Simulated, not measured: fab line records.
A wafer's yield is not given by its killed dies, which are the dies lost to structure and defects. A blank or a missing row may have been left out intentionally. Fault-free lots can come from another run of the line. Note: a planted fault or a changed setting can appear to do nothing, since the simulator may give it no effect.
A struck lot beside a sound one	flow n5-finfet	41 steps out of a route of 1938
Sound: wafers L677.1, L677.3, L677.5. Struck: wafers L665.2, L665.3, L665.4. Last of all comes the cause.
Each step with rows lists, per side, the tool, then ch with its chambers, then its first start. Under that, the readings that differ: sound wafers	struck wafers	difference of the means	sigmas: that difference in standard deviations of wafers without a fault.
alike: a reading whose means differ by less than 2 such deviations, as well as words and numbers matching on both sides. not compared: withheld readings; readings where some wafer has no value; bounds like >300 that might hide an equal value; numbers whose values overlap and for which the record gives no deviation.
The two part at a step that has a row with sigmas, a row that says differs or no value, or rows on one side only. Non-overlapping numbers with no deviation appear without sigmas and do not part them. Lack of a reading on every wafer of one side parts them only where that side has two or more wafers.

first, 11 steps without rows for these wafers: N5_BEOL_M0_SAQP_HM_OPEN_112 (chemistry CHF3/O2, target SiO2, stops on a-Si, target depth 12 nm, time 13.5 s); N5_BEOL_M0_SAQP_STRIP_113 (strips in CHF3/O2); N5_BEOL_M0_SAQP_MANDREL_ETCH_20 (etches a-Si in HBr/Cl2, stops on SiNx, target depth 60 nm, bt time 10 s, time 30 s); N5_BEOL_M0_SAQP_STRIP_86 (strips in N2/H2); N5_BEOL_M0_SAQP_STRIP_115 (strips in post etch residue remover, time 60 s); N5_BEOL_M0_SAQP_SRD_93 (time 30 s); N5_BEOL_M0_SAQP_RECESS_114 (chemistry HF/NH3, target SiO2, target depth 14.4 nm, afs cycles 3, sublimation time 60 s); N5_BEOL_M0_SAQP_SPACER1_ALD_98 (deposits SiO2, target thk 12.8 nm, pulse time 1 s, purge time 2 s); N5_BEOL_M0_SAQP_SPACER1_ETCHBACK_99 (etches SiO2 in CHF3/O2, target depth 15.4 nm, time 7.7 s); N5_BEOL_M0_SAQP_MANDREL1_REMOVE_100 (chemistry HBr/Cl2/O2, target a-Si, stops on SiNx, bt time 10 s); N5_BEOL_M0_SAQP_ETCH_101 (etches SiNx in CH3F/O2, target depth 29.9 nm, time 42.7 s).
N5_BEOL_M0_SAQP_ETCH_102: etches SiO2 in CF4, target depth 4 nm, time 4.4 s.
  sound on rie-si-05 ch 1,3, day 10 11:45; struck on rie-si-04 ch 0,2,3, day 7 13:29
  alike: drypump-motor-current-A, he-backside-leak-sccm, oes-product-au, throttle-valve-pct
  not compared: rf-hours-counter-h
then, 19 steps without rows for these wafers: N5_BEOL_M0_SAQP_MANDREL_ETCH_103 (etches a-Si in HBr/Cl2, stops on SiCN, target depth 45 nm, bt time 10 s, time 27 s); N5_BEOL_M0_SAQP_RECESS_104 (chemistry HF/NH3, target SiO2, target depth 18 nm, afs cycles 3, sublimation time 60 s); N5_BEOL_M0_SAQP_COAT_105 (time 60 s, resist thk 100 nm); N5_BEOL_M0_SAQP_ETCH_106 (etches SOC in N2/H2, stops on SiNx, target depth 150 nm); N5_BEOL_M0_SAQP_ETCH_107 (etches SiNx in CH3F/O2, target depth 30 nm); N5_BEOL_M0_SAQP_STRIP_108 (strips in N2/H2); N5_BEOL_M0_SAQP_RECESS_109 (chemistry HF/NH3, target SiO2, target depth 3 nm, afs cycles 1, sublimation time 60 s); N5_BEOL_M0_SAQP_SPACER2_ALD_26 (deposits SiO2, target thk 15 nm, pulse time 1 s, purge time 2 s); N5_BEOL_M0_SAQP_SPACER2_ETCHBACK_27 (etches SiO2 in CHF3/O2, target depth 22.5 nm, time 11.25 s); N5_BEOL_M0_SAQP_MANDREL2_REMOVE_110 (chemistry HBr/Cl2/O2, target a-Si, stops on SiCN, bt time 10 s); N5_BEOL_M0_SAQP_COAT_69 (time 60 s, resist thk 90 nm); N5_BEOL_M0_SAQP_COAT_72 (time 60 s, resist thk 15 nm); N5_BEOL_M0_SAQP_COAT_87 (time 60 s, resist thk 5 nm); N5_BEOL_M0_SAQP_COAT_34 (resist thk 30 nm); N5_BEOL_M0_SAQP_EBR_36; N5_BEOL_M0_SAQP_SOFTBAKE_35 (time 60 s); N5_BEOL_M0_SAQP_EXPOSE_37 (exposes mask M0 CUT1, target cd 30 nm); N5_BEOL_M0_SAQP_PEB_38 (peb time 60 s); N5_BEOL_M0_SAQP_DEVELOP_39 (develop time 30 s).
N5_BEOL_M0_SAQP_INSPECT_42: inspects for defects (brightfield).
  struck on defect-inspect-02, day 7 15:41; sound on defect-inspect-01, day 10 13:47
reading	sound	struck	difference	sigmas
raw-defect-count	273 219 271	1492 1435 1521	+1228	+18
then, 6 steps without rows for these wafers: N5_BEOL_M0_SAQP_DESCUM_45 (chemistry O2, time 7 s); N5_BEOL_M0_SAQP_ETCH_88 (etches underlayer in N2/H2, target depth 6.5 nm, time 5.2 s); N5_BEOL_M0_SAQP_ETCH_73 (etches SiARC in CF4, target depth 19.5 nm, time 32.5 s); N5_BEOL_M0_SAQP_CUT_ETCH_46 (etches SOC in N2/H2, target depth 135 nm, overetch 27 nm, time 202.5 s); N5_BEOL_M0_SAQP_STRIP_74 (strips in N2/H2); N5_BEOL_M0_SAQP_STRIP_89 (strips in N2/H2).
N5_BEOL_M0_CUTY_INSPECT_59: inspects for defects (macro).
  struck on defect-inspect-01, day 7 17:57; sound on defect-inspect-01, day 10 15:20
reading	sound	struck	difference	sigmas
raw-defect-count	0 2 2	>300 >300 >300	differs	
-- here the record skips 3 days between the struck wafers' starts before and after, leaving off in module BEOL_M0_CUTY and picking up in module BEOL_M4 (first step shown: number 1111 of the route) --
N5_BEOL_M4_RC_MEAS_101:
  sound on prober-02 ch 0, day 13 12:25; struck on prober-02 ch 0, day 10 10:16
  alike: DIBL_N, DIBL_P, IOFF_N, IOFF_P, ION_N, ION_P, SS_N, SS_P, VT_N, VT_P
-- the record jumps here: 4 days lie between the struck wafers' starts before and after (it left off in module BEOL_M4 and takes up again in module PASSIVATION, whose first step shown is number 1936 of the route) --
N5_PASSIVATION_PROBE_49:
  only the struck wafers here have rows in the record (prober-02, day 14 19:57); the sound ones have none

== WHERE THEY PART ==
First at N5_BEOL_M0_SAQP_INSPECT_42; last, within this record, at N5_PASSIVATION_PROBE_49.

WHY: the cause the simulator had injected
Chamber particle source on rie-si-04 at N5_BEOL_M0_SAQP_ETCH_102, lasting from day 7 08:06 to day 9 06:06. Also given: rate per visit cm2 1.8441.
